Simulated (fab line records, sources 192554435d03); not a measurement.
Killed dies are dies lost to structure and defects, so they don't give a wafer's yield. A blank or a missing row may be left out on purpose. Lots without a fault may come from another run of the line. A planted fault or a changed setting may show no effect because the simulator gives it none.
A struck lot beside a sound one | flow n5_finfet | 18 steps out of a route of 1938
Sound: wafers L118.1, L118.2, L118.5. Struck: wafers L132.4, L132.5, L132.6. The cause comes at the end.
At each step with rows: each side's tool, then ch and its chambers, then its first start. Under that, the readings that differ: sound wafers | struck wafers | difference of the means | sigmas: that difference in standard deviations of wafers without a fault.
alike: readings whose means differ by less than 2 such deviations, and words and numbers that are the same on both sides. not compared: withheld readings, readings that some wafer has no value for, bounds like >300 that may hide the same value, and numbers for which the record gives no deviation and whose values overlap.
The two part at a step that has a row with sigmas, a row that says differs or no value, or rows on one side only. Numbers that don't overlap but have no deviation are shown without sigmas and don't part them. A reading that every wafer of one side lacks parts them only if that side has two wafers or more.

N5_BEOL_M3_INSPECT_30: inspects for defects (brightfield).
  sound on defect_inspect-01, day 7 22:26; struck on defect_inspect-01, day 12 10:56
  alike: raw_defect_count
then, 1 step without rows for these wafers: N5_BEOL_M3_DESCUM_33 (chemistry O2, time 7 s).
N5_BEOL_M3_ETCH_77: etches underlayer in N2/H2, target depth 6.5 nm, time 5.2 s.
  sound on rie_diel-01 ch 0,1,2, day 7 22:30; struck on rie_diel-03 ch 0,1,2, day 12 11:01
  alike: chamber_pressure_mTorr, drypump_motor_current_A, etch_rf_on_time_s, oes_product_au, rf_fwd_power_W, rf_vpp_V, showerhead_plenum_p_Torr, throttle_valve_pct
  not compared: rf_hours_counter_h
N5_BEOL_M3_ETCH_69: etches SiARC in CF4, target depth 15.6 nm, time 26 s.
  sound on rie_diel-01 ch 0,1,2, day 7 22:31; struck on rie_diel-03 ch 0,1,2, day 12 11:01
  alike: chamber_pressure_mTorr, drypump_motor_current_A, etch_rf_on_time_s, oes_product_au, rf_fwd_power_W, rf_vpp_V, showerhead_plenum_p_Torr, throttle_valve_pct
  not compared: rf_hours_counter_h
then, 1 step without rows for these wafers: N5_BEOL_M3_ALD_98 (deposits SiO2, target thk 2.5 nm, pulse time 1 s, co reactant pulse time 1 s).
N5_BEOL_M3_ETCHBACK_99: etches SiO2 in CHF3, target depth 5 nm, time 10.4 s.
  sound on rie_diel-01 ch 1,2, day 7 23:19; struck on rie_diel-01 ch 0,1,2, day 12 14:16
  alike: chamber_pressure_mTorr, drypump_motor_current_A, oes_product_au, rf_vpp_V, showerhead_plenum_p_Torr, throttle_valve_pct
  not compared: rf_hours_counter_h
then, 5 steps without rows for these wafers: N5_BEOL_M3_ETCH_70 (etches SOC in N2/H2, target depth 80 nm, overetch 16 nm, time 120 s); N5_BEOL_M3_STRIP_71 (strips in N2/H2); N5_BEOL_M3_STRIP_78 (strips in N2/H2); N5_BEOL_M3_VIA_ETCH_34 (etches the open film in C4F6/O2, target depth 69.4 nm, time 65.9 s); N5_BEOL_M3_STRIP_83 (strips in C4F6/O2).
N5_BEOL_M3_STRIP_36: strips in N2/H2.
  sound on rie_diel-01 ch 1,2, day 7 23:31; struck on rie_diel-01 ch 0,1,2, day 12 14:28
  alike: chamber_pressure_mTorr, drypump_motor_current_A, oes_product_au, rf_vpp_V, showerhead_plenum_p_Torr, throttle_valve_pct
  not compared: rf_hours_counter_h
N5_BEOL_M3_TRENCH_ETCH_37: etches SiOC in C4F6/O2, target depth 55.555 nm, time 29.2 s.
  sound on rie_diel-01 ch 1,2, day 7 23:34; struck on rie_diel-01 ch 0,1,2, day 12 14:30
  reading                             | sound             | struck            | difference | sigmas
  oes_f_703_au (a.u.)                 | 0.72 0.69 0.72    | 0.89 1.01 0.86    | +0.21      | +4
  oes_o_777_au (a.u.)                 | 0.70 0.69 0.69    | 0.84 1.00 0.85    | +0.20      | +3
  rf_fwd_power_W (W)                  | 349.5 347.7 351.4 | 435.7 438.6 431.5 | +85.7      | +39
  rf_vpp_V (V)                        | 675 674 675       | 606 596 604       | -73        | -5
  model.BEOL_M3.feature_depth_nm (nm) | 53.8 54.2 53.4    | 58.2 61.4 58.2    | +5.5       |
  model.etch.depth_nm (nm)            | 53.72 54.27 53.48 | 58.3 61.32 58.2   | +5.5       |
  alike: chamber_pressure_mTorr, drypump_motor_current_A, oes_product_au, showerhead_plenum_p_Torr, throttle_valve_pct
  not compared: rf_hours_counter_h
N5_BEOL_M3_ETCH_41: etches SiCN in CH3F/O2, target depth 29.9 nm, time 52.5 s.
  sound on rie_diel-01 ch 1,2; struck on rie_diel-01 ch 0,1,2
  alike: chamber_pressure_mTorr, drypump_motor_current_A, oes_product_au, rf_fwd_power_W, rf_vpp_V, showerhead_plenum_p_Torr, throttle_valve_pct
  not compared: rf_hours_counter_h
then, 1 step without rows for these wafers: N5_BEOL_M3_STRIP_97 (strips in N2/H2, time 10 s).
N5_BEOL_M3_OCD_MEAS_38:
  sound on ocd-02, day 7 23:43; struck on ocd-02, day 12 14:40
  reading              | sound          | struck         | difference | sigmas
  trench_depth_nm (nm) | 54.0 54.4 53.6 | 58.5 61.1 58.0 | +5.2       | +5
then, 1 step without rows for these wafers: N5_BEOL_M3_HM_STRIP_39 (strips TiN in peroxide tin strip, target depth 25 nm, time 158 s).
N5_BEOL_M4_RC_MEAS_101:
  sound on prober-02 ch 0, day 8 16:40; struck on prober-02 ch 0, day 13 05:45
  reading        | sound          | struck         | difference | sigmas
  DIBL_N (mV/V)  | 33.2 32.4 34.3 | 39.2 39.5 38.6 | +5.8       | +3
  DIBL_P (mV/V)  | 31.9 31.4 33.2 | 39.7 39.5 39.2 | +7.3       | +3
  IOFF_N (nA/um) | 0.11 0.10 0.13 | 0.19 0.21 0.18 | +0.08      | +2
  IOFF_P (nA/um) | 0.14 0.14 0.16 | 0.25 0.25 0.24 | +0.10      | +3
  SS_P (mV/dec)  | 71.5 72.0 72.6 | 74.3 73.6 73.6 | +1.8       | +3
  VT_N (mV)      | 254 255 254    | 246 247 247    | -8         | -2
  VT_P (mV)      | -256 -257 -253 | -248 -248 -246 | +8         | +3
  alike: ION_N, ION_P, SS_N

WHERE THEY PART
First at N5_BEOL_M3_TRENCH_ETCH_37; last, within this record, at N5_BEOL_M4_RC_MEAS_101.

WHY: what the simulator had put in
Process parameter drift: rie_diel-01, from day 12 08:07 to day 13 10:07, at N5_BEOL_M3_TRENCH_ETCH_37. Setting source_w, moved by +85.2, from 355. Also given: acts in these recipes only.
